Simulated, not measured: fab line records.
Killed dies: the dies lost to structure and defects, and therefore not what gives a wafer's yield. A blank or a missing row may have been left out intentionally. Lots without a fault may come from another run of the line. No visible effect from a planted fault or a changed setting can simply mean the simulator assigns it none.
Split-lot study	flow n5-finfet	21 wafers read from 7 lots, route of 1938 steps

## ON THE SPLIT
At N5_BEOL_M0_SAQP_PECVD_03 (deposits SiCN from 3MS/NH3, target thk 12 nm, time 21.1 s), the setting time-s was moved away from the recipe's 21.1 s on 5 of the 21 wafers read, by -13.2% to +12.5%. This setting was run at the recipe's value on the other wafers.

## FROM THE SPLIT TO THE READING: what the file shows between them, 4 steps
- N5_BEOL_M0_SAQP_PECVD_96: deposits a-Si from SiH4/He, target thk 45 nm, time 45.2 s
- N5_BEOL_M0_SAQP_PECVD_97: deposits SiNx from SiH4/NH3/N2, target thk 23 nm, time 19.9 s
- N5_BEOL_M0_SAQP_ETCH_101: etches SiNx in CH3F/O2, target depth 29.9 nm, time 42.7 s
- N5_BEOL_M0_SAQP_ETCH_102: etches SiO2 in CF4, target depth 4 nm, time 4.4 s

## THE READING
SiCN_of_BEOL_M0_SAQP_PECVD_03.thk-nm (the simulator's own value, which no gauge read), in nm, at N5_BEOL_M0_SAQP_MANDREL_ETCH_103 (etches a-Si in HBr/Cl2, stops on SiCN, target depth 45 nm, bt time 10 s, time 27 s). The file does not state a usual value for it. Here, 16 wafers ran the recipe; their average is 9.0 nm with a standard deviation of 0.21 nm.

wafer	tool, chamber at the split	time-s as run, s	against the recipe	SiCN_of_BEOL_M0_SAQP_PECVD_03.thk-nm, nm	against lot-mates on the recipe
L074.2	pecvd-04, 1	21.1	recipe	9	-
L074.4	pecvd-04, 2	21.1	recipe	9.4	-
L074.6	pecvd-04, 1	21.1	recipe	9.2	-
L076.1	pecvd-03, 0	21.1	recipe	9	-
L076.6	pecvd-03, 1,0	21.1	recipe	9	-
L076.4	pecvd-03, 1,0	21.1	recipe	8.8	-
L080.1	pecvd-01, 1	18.32	-13.2%	7.4	-1.5
L080.4	pecvd-01, 1	21.1	recipe	8.8	-
L080.5	pecvd-01, 0	21.1	recipe	9	-
L083.1	pecvd-03, 0	21.1	recipe	8.8	-
L083.5	pecvd-03, 1	21.1	recipe	8.8	-
L083.3	pecvd-03, 1	23.74	+12.5%	10	+1.2
L089.1	pecvd-03, 1,2	21.1	recipe	8.6	-
L089.3	pecvd-03, 1,2	21.1	recipe	8.8	-
L089.5	pecvd-03, 0	21.1	recipe	9	-
L096.3	pecvd-04, 2	21.1	recipe	9	-
L096.5	pecvd-04, 0	19.29	-8.6%	8.2	-1.0
L096.6	pecvd-04, 2	21.1	recipe	9.4	-
L097.1	pecvd-04, 0	23.49	+11.3%	10	+1.0
L097.2	pecvd-04, 1	23.49	+11.3%	10.2	+1.2
L097.5	pecvd-04, 2	21.1	recipe	9	-
If several chambers appear in one row, that row covers several wafers at once and the file leaves open which wafer was in which chamber.

FIT RESULTS
A straight line over all 21 wafers: SiCN_of_BEOL_M0_SAQP_PECVD_03.thk-nm changes by +0.0999 nm for each +1% of time-s; r = +0.94; the points scatter about the line by 0.21 nm.
The same after taking each lot's own level away (the mean of its wafers on the recipe; 21 wafers): +0.104 nm for each +1%; r = +0.98; scatter 0.13 nm.
Per that fit: largest time-s move, reading shift of 1.4 nm.
From 8.80 to 9.20 nm: that is the span of the lots' own levels, equal to 1.9 times the standard deviation above.
The two slopes agree, so the slope changes little with the lot-to-lot level.
Check: for one of the wafers moved furthest among these (-13.2%), held out of the fit, the line's prediction against its lot-mates is -1.34 nm. It came out at -1.5 nm against them.

## THE WHOLE CHAIN: every reading that the file lists as answering this split, in the file's order
step	what it does	reading	change (the file's fit)	r (the file's)
N5_BEOL_M0_SAQP_PECVD_03	deposits SiCN from 3MS/NH3, target thk 12 nm, time 21.1 s	SiCN_of_BEOL_M0_SAQP_PECVD_03.thk-nm (the simulator's own value, which no gauge read)	+0.112 nm for each +1% of the setting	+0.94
N5_BEOL_M0_SAQP_MANDREL_ETCH_103	etches a-Si in HBr/Cl2, stops on SiCN, target depth 45 nm, bt time 10 s, time 27 s	SiCN_of_BEOL_M0_SAQP_PECVD_03.thk-nm (the simulator's own value, which no gauge read)	+0.105 nm for each +1% of the setting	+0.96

## FILE'S OWN FIT
SiCN_of_BEOL_M0_SAQP_PECVD_03.thk-nm changes by +0.105 nm for each +1% of time-s, r = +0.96.
